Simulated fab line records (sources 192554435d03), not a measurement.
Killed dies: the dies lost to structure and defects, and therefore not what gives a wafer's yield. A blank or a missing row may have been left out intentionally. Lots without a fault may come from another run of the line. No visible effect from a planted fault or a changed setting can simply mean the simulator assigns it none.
The tool behind it: which one? / flow n5-finfet / 10 lots, 28 wafers sampled, at 4 steps of a route of 1938

## WHAT EACH GAUGE READ, for each wafer
N5_BEOL_M9_THK_MEAS_01.
lot=L270; measured=day 10 12:28; on=film-metro-01; M9_ILD_THK (nm)=262 270
lot=L271; measured=day 10 18:45; on=film-metro-02; M9_ILD_THK (nm)=264 264 268
lot=L276; measured=day 11 21:31; on=film-metro-01; M9_ILD_THK (nm)=304 309 311
lot=L277; measured=day 12 02:08; on=film-metro-02; M9_ILD_THK (nm)=307 314 308
lot=L283; measured=day 12 20:48; on=film-metro-01; M9_ILD_THK (nm)=268 267 272
lot=L284; measured=day 13 21:38; on=film-metro-02; M9_ILD_THK (nm)=259 261 268
lot=L285; measured=day 14 01:56; on=film-metro-01; M9_ILD_THK (nm)=267 272 266
lot=L286; measured=day 14 18:11; on=film-metro-01; M9_ILD_THK (nm)=269 275
lot=L289; measured=day 15 00:10; on=film-metro-01; M9_ILD_THK (nm)=274 267 270
lot=L288; measured=day 15 01:36; on=film-metro-01; M9_ILD_THK (nm)=264 269 271

## EACH LOT AND THE TOOL THAT RAN IT (in order: tool; ch and the chambers of the sampled wafers; start)
lot=L270; N5_BEOL_M8_ETCH_41=rie-diel-04 ch 1,3, day 10 10:18 or earlier; N5_BEOL_M8_SPUTTER_48=pvd-sputter-02, day 10 10:18; N5_BEOL_M9_CURE_71=uv-cure-03 ch 2, day 10 11:57
lot=L271; N5_BEOL_M8_ETCH_41=rie-diel-06 ch 0,2,3, day 10 17:10 or earlier; N5_BEOL_M8_SPUTTER_48=pvd-sputter-02, day 10 17:10; N5_BEOL_M9_CURE_71=uv-cure-01 ch 0, day 10 18:19
lot=L276; N5_BEOL_M8_ETCH_41=rie-diel-06 ch 2,3, day 11 19:19 or earlier; N5_BEOL_M8_SPUTTER_48=pvd-sputter-03, day 11 19:19; N5_BEOL_M9_CURE_71=uv-cure-03 ch 1, day 11 21:01
lot=L277; N5_BEOL_M8_ETCH_41=rie-diel-05 ch 0,1,2, day 11 23:52 or earlier; N5_BEOL_M8_SPUTTER_48=pvd-sputter-02, day 11 23:52; N5_BEOL_M9_CURE_71=uv-cure-03 ch 2, day 12 01:37
lot=L283; N5_BEOL_M8_ETCH_41=rie-diel-05 ch 2,3, day 12 18:47 or earlier; N5_BEOL_M8_SPUTTER_48=pvd-sputter-03, day 12 18:47; N5_BEOL_M9_CURE_71=uv-cure-01 ch 0, day 12 20:17
lot=L284; N5_BEOL_M8_ETCH_41=rie-diel-05 ch 0,1, day 13 20:03 or earlier; N5_BEOL_M8_SPUTTER_48=pvd-sputter-01, day 13 20:03; N5_BEOL_M9_CURE_71=uv-cure-02 ch 0, day 13 21:07
lot=L285; N5_BEOL_M8_ETCH_41=rie-diel-04 ch 0,2,3, day 14 00:19 or earlier; N5_BEOL_M8_SPUTTER_48=pvd-sputter-01, day 14 00:19; N5_BEOL_M9_CURE_71=uv-cure-02 ch 0, day 14 01:25
lot=L286; N5_BEOL_M8_ETCH_41=rie-diel-05 ch 0,2, day 14 16:35 or earlier; N5_BEOL_M8_SPUTTER_48=pvd-sputter-02, day 14 16:35; N5_BEOL_M9_CURE_71=uv-cure-02 ch 1, day 14 17:40
lot=L289; N5_BEOL_M8_ETCH_41=rie-diel-06 ch 0,1,2, day 14 22:34 or earlier; N5_BEOL_M8_SPUTTER_48=pvd-sputter-03, day 14 22:34; N5_BEOL_M9_CURE_71=uv-cure-03 ch 2, day 14 23:39
lot=L288; N5_BEOL_M8_ETCH_41=rie-diel-05 ch 1,2,3, day 14 23:55 or earlier; N5_BEOL_M8_SPUTTER_48=pvd-sputter-01, day 14 23:55; N5_BEOL_M9_CURE_71=uv-cure-01 ch 0, day 15 01:15
- N5_BEOL_M8_ETCH_41: etches SiCN in CH3F/O2, target depth 31.9 nm, time 57.8 s.
- N5_BEOL_M8_SPUTTER_48: material Cu, target thk 10 nm, time 1.667 s.
- N5_BEOL_M9_CURE_71: cures SiCOH lowk, time 240 s.

## WHAT THE TOOLS THEMSELVES READ (means of the sampled wafers that have a number; where no wafer has one, the mark that the record gives instead)
N5_BEOL_M8_ETCH_41.
lot=L270; tool=rie-diel-04; CH3F_flow_sccm (sccm)=29.87; bias-w (W)=75.09; chamber-pressure-mTorr (mTorr)=29.995; drypump-motor-current-A (A)=6.0; oes-product-au (a.u.)=0.74; rf-vpp-V (V)=299.6; showerhead-plenum-p-Torr (Torr)=2.03; throttle-valve-pct (%)=16.1
lot=L271; tool=rie-diel-06; CH3F_flow_sccm (sccm)=30.05; bias-w (W)=74.91; chamber-pressure-mTorr (mTorr)=30.016; drypump-motor-current-A (A)=5.8; oes-product-au (a.u.)=0.79; rf-vpp-V (V)=298.0; showerhead-plenum-p-Torr (Torr)=2.03; throttle-valve-pct (%)=16.3
lot=L276; tool=rie-diel-06; CH3F_flow_sccm (sccm)=29.98; bias-w (W)=75.13; chamber-pressure-mTorr (mTorr)=30.006; drypump-motor-current-A (A)=5.6; oes-product-au (a.u.)=0.84; rf-vpp-V (V)=297.6; showerhead-plenum-p-Torr (Torr)=1.99; throttle-valve-pct (%)=16.1
lot=L277; tool=rie-diel-05; CH3F_flow_sccm (sccm)=29.96; bias-w (W)=75.02; chamber-pressure-mTorr (mTorr)=29.998; drypump-motor-current-A (A)=5.8; oes-product-au (a.u.)=0.78; rf-vpp-V (V)=299.1; showerhead-plenum-p-Torr (Torr)=2.04; throttle-valve-pct (%)=16.3
lot=L283; tool=rie-diel-05; CH3F_flow_sccm (sccm)=29.96; bias-w (W)=75.04; chamber-pressure-mTorr (mTorr)=30.020; drypump-motor-current-A (A)=5.5; oes-product-au (a.u.)=0.76; rf-vpp-V (V)=296.8; showerhead-plenum-p-Torr (Torr)=1.97; throttle-valve-pct (%)=16.1
lot=L284; tool=rie-diel-05; CH3F_flow_sccm (sccm)=30.04; bias-w (W)=75.02; chamber-pressure-mTorr (mTorr)=29.988; drypump-motor-current-A (A)=6.1; oes-product-au (a.u.)=0.77; rf-vpp-V (V)=299.6; showerhead-plenum-p-Torr (Torr)=2.09; throttle-valve-pct (%)=16.3
lot=L285; tool=rie-diel-04; CH3F_flow_sccm (sccm)=30.03; bias-w (W)=74.76; chamber-pressure-mTorr (mTorr)=30.012; drypump-motor-current-A (A)=5.9; oes-product-au (a.u.)=0.79; rf-vpp-V (V)=297.7; showerhead-plenum-p-Torr (Torr)=2.01; throttle-valve-pct (%)=16.4
lot=L286; tool=rie-diel-05; CH3F_flow_sccm (sccm)=29.89; bias-w (W)=74.88; chamber-pressure-mTorr (mTorr)=29.969; drypump-motor-current-A (A)=5.8; oes-product-au (a.u.)=0.78; rf-vpp-V (V)=298.4; showerhead-plenum-p-Torr (Torr)=2.01; throttle-valve-pct (%)=16.1
lot=L289; tool=rie-diel-06; CH3F_flow_sccm (sccm)=29.97; bias-w (W)=74.94; chamber-pressure-mTorr (mTorr)=29.978; drypump-motor-current-A (A)=6.2; oes-product-au (a.u.)=0.78; rf-vpp-V (V)=297.6; showerhead-plenum-p-Torr (Torr)=2.04; throttle-valve-pct (%)=16.3
lot=L288; tool=rie-diel-05; CH3F_flow_sccm (sccm)=30.02; bias-w (W)=74.83; chamber-pressure-mTorr (mTorr)=29.983; drypump-motor-current-A (A)=5.7; oes-product-au (a.u.)=0.81; rf-vpp-V (V)=297.9; showerhead-plenum-p-Torr (Torr)=2.01; throttle-valve-pct (%)=16.2

N5_BEOL_M8_SPUTTER_48.
lot=L270; tool=pvd-sputter-02; chuck-sensor-temp-C (C)=-16.4; throttle-valve-pct (%)=29.4
lot=L271; tool=pvd-sputter-02; chuck-sensor-temp-C (C)=-16.2; throttle-valve-pct (%)=29.1
lot=L276; tool=pvd-sputter-03; chuck-sensor-temp-C (C)=-16.2; throttle-valve-pct (%)=29.4
lot=L277; tool=pvd-sputter-02; chuck-sensor-temp-C (C)=-16.1; throttle-valve-pct (%)=29.8
lot=L283; tool=pvd-sputter-03; chuck-sensor-temp-C (C)=-16.1; throttle-valve-pct (%)=30.5
lot=L284; tool=pvd-sputter-01; chuck-sensor-temp-C (C)=-15.7; throttle-valve-pct (%)=30.4
lot=L285; tool=pvd-sputter-01; chuck-sensor-temp-C (C)=-15.7; throttle-valve-pct (%)=29.1
lot=L286; tool=pvd-sputter-02; chuck-sensor-temp-C (C)=-16.3; throttle-valve-pct (%)=28.6
lot=L289; tool=pvd-sputter-03; chuck-sensor-temp-C (C)=-16.1; throttle-valve-pct (%)=29.6
lot=L288; tool=pvd-sputter-01; chuck-sensor-temp-C (C)=-15.9; throttle-valve-pct (%)=29.9

N5_BEOL_M9_CURE_71.
lot=L270; tool=uv-cure-03; lamp-power-pct (%)=52.34; run-length-s (s)=285.5; wafer_temp_C_max=388.1
lot=L271; tool=uv-cure-01; lamp-power-pct (%)=52.36; run-length-s (s)=285.6; wafer_temp_C_max=386.8
lot=L276; tool=uv-cure-03; lamp-power-pct (%)=-; run-length-s (s)=-; wafer_temp_C_max=-
lot=L277; tool=uv-cure-03; lamp-power-pct (%)=-; run-length-s (s)=-; wafer_temp_C_max=-
lot=L283; tool=uv-cure-01; lamp-power-pct (%)=52.31; run-length-s (s)=285.6; wafer_temp_C_max=385.9
lot=L284; tool=uv-cure-02; lamp-power-pct (%)=52.32; run-length-s (s)=285.7; wafer_temp_C_max=386.1
lot=L285; tool=uv-cure-02; lamp-power-pct (%)=52.33; run-length-s (s)=286.0; wafer_temp_C_max=386.4
lot=L286; tool=uv-cure-02; lamp-power-pct (%)=52.27; run-length-s (s)=286.5; wafer_temp_C_max=386.4
lot=L289; tool=uv-cure-03; lamp-power-pct (%)=52.32; run-length-s (s)=285.6; wafer_temp_C_max=387.6
lot=L288; tool=uv-cure-01; lamp-power-pct (%)=52.25; run-length-s (s)=285.8; wafer_temp_C_max=386.2

## THE ANSWER, worked out from the rows above alone
Rule: usual is defined by the lots themselves. Put in order of their means at a reading, lots are off if they are a third of the lots or fewer, leave a main group of 4 or more, and stand apart from it by a gap of 3 or more times the standard deviation of the main group's means; of several such gaps the widest counts. If all means in a main group match to the digits the tables above print for the reading, that group is not used. Also off: a lot with no number at a reading for which 4 or more lots have one. Any other lot the step has rows for is counted as sound. First the gauges in route order, then the tools' own readings, where a lot's mean is used as printed above. At the first step where some lot is off, the reading lying furthest off is the one used; lots without a number count as furthest.
Off: L276, L277, seen at N5_BEOL_M9_THK_MEAS_01 (M9_ILD_THK). The main group: mean 268 nm, standard deviation 2.8.
If a tool, at a process step before that reading, ran all the lots that are off and no sound lot after the first of them, it fits. The gauges at N5_BEOL_M9_THK_MEAS_01 aren't tried: what is off there is off at N5_BEOL_M9_CURE_71 too, on other tools, and a gauge's error can't cause that. N5_BEOL_M8_ETCH_41 gives no start for some lots, so the hours and the order of its lots are those of N5_BEOL_M8_SPUTTER_48. Of those tried, none fits.

## WHAT THE SIMULATOR PUT IN
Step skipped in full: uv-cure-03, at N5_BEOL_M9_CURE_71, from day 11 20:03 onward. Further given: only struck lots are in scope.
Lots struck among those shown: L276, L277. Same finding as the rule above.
